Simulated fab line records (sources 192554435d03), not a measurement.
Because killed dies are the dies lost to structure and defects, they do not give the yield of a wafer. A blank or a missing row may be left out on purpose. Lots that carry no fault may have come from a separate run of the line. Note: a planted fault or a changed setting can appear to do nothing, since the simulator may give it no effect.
Struck lot and sound lot, side by side ; flow n5-finfet ; 24 out of 1938 route steps
Sound: the wafers L179.2, L179.4, L179.6. Wafers L190.1, L190.3, L190.5 were the ones struck. The cause comes at the end.
Per side, at each step with rows, come the tool, then ch with its chambers, and then its first start. Under that, the readings that differ: sound wafers ; struck wafers ; difference of the means ; sigmas: that difference in standard deviations of wafers without a fault.
alike: readings with means less than 2 such deviations apart, plus words and numbers identical on both sides. not compared: withheld readings, readings lacking a value on some wafer, bounds such as >300 that could conceal the same value, and numbers that have no deviation in the record and whose values overlap.
The two part at a step that has a row with sigmas, a row that says differs or no value, or rows on one side only. Numbers that have no deviation but don't overlap get no sigmas and don't part them. Lack of a reading on every wafer of one side parts them only where that side has two or more wafers.

first, 8 steps without rows for these wafers: N5_BEOL_M5_PRE_CLEAN_77 (time 15 s); N5_BEOL_M5_CO_CAP_78 (material Co, precursor CCTBA/H2, target thk 2 nm, time 102.1 s); N5_BEOL_M5_PRE_CLEAN_55 (time 15 s); N5_BEOL_M5_DEP_56 (deposits SiCN from 3MS/NH3, target thk 8 nm, time 14 s); N5_BEOL_M6_ILD_DEP_00 (deposits SiCOH lowk from DEMS/porogen, target thk 179.75 nm, time 33.4 s); N5_BEOL_M6_CURE_74 (cures SiCOH lowk, time 240 s); N5_BEOL_M6_PECVD_70 (deposits SiO2 from TEOS/O2, target thk 20 nm, time 22.7 s); N5_BEOL_M6_HM_DEP_02 (deposits TiN, target thk 20 nm).
N5_BEOL_M6_COAT_59: time 60 s, resist thk 100 nm.
  sound on litho-track-04 ch 0, day 11 00:19; struck on litho-track-04 ch 0, day 13 11:28
reading;sound;struck;difference;sigmas
spin-speed-rpm (rpm);1500.0 1499.8 1499.3;1279.9 1280.5 1280.2;-219.5;-99 or more
model.SOC_of_BEOL_M6_COAT_59.thk-nm (nm);100.2 100.4 100.6;108.6 108.6 108.4;+8.1;
  alike: heater-power-total-W, plate-temp-C, resist-line-temp-C
then, 9 steps without rows for these wafers: N5_BEOL_M6_COAT_60 (time 60 s, resist thk 35 nm); N5_BEOL_M6_COAT_05 (resist thk 90 nm); N5_BEOL_M6_EBR_07; N5_BEOL_M6_SOFTBAKE_06 (time 60 s); N5_BEOL_M6_EXPOSE_08 (exposes mask M6); N5_BEOL_M6_PEB_09 (peb time 60 s); N5_BEOL_M6_DEVELOP_10 (develop time 30 s); N5_BEOL_M6_DESCUM_16 (chemistry O2, time 7.9 s); N5_BEOL_M6_ETCH_61 (etches SiARC in CF4, target depth 45.5 nm, time 75.8 s).
N5_BEOL_M6_ETCH_62: etches SOC in N2/H2, target depth 110 nm, overetch 22 nm, time 165 s.
  sound on rie-diel-04 ch 0,1, day 11 00:52; struck on rie-diel-01 ch 2,3, day 13 12:01
reading;sound;struck;difference;sigmas
model.etch.depth-nm (nm);100.2 100.3 100.5;108.5 108.7 108.4;+8.2;
  alike: chamber-pressure-mTorr, drypump-motor-current-A, oes-product-au, rf-vpp-V, showerhead-plenum-p-Torr, temp-c, throttle-valve-pct
  not compared: rf-hours-counter-h
then, 2 steps without rows for these wafers: N5_BEOL_M6_STRIP_68 (strips in N2/H2); N5_BEOL_M6_STRIP_67 (strips in CF4).
N5_BEOL_M6_HM_OPEN_17: chemistry Cl2/BCl3, target TiN, target depth 20 nm, overetch 6 nm.
  sound on rie-metal-03 ch 0,1, day 11 01:03; struck on rie-metal-02 ch 0, day 13 12:13
reading;sound;struck;difference;sigmas
he-backside-leak-sccm (sccm);3.18 3.37 3.35;5.97 3.37 3.28;+0.91;+3
throttle-valve-pct (%);22.38 22.00 22.40;21.80 21.81 21.82;-0.45;-2
model.SOC_of_BEOL_M6_COAT_59.thk-nm (nm);92.4 92.2 92.6;100.6 100.8 100.4;+8.2;
  alike: chamber-pressure-mTorr, drypump-motor-current-A, mfc-cl2-sccm, oes-product-au
  not compared: rf-hours-counter-h
then, 1 step without rows for these wafers: N5_BEOL_M6_STRIP_19 (strips in O2).
-- record jumps: 4 days separate the struck wafers' starts on either side; left off in module BEOL_M6, taken up again in module PASSIVATION, whose first shown step is the route's number 1936 --
N5_PASSIVATION_PROBE_49:
  rows exist in the record for the struck wafers here (prober-01, day 17 03:28), but not for the sound ones

== WHERE THEY PART ==
Last at N5_PASSIVATION_PROBE_49 as far as this record goes, first at N5_BEOL_M6_COAT_59.

WHY: what had been put in by the simulator
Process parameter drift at N5_BEOL_M6_COAT_59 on litho-track-04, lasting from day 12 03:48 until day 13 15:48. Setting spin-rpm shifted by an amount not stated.
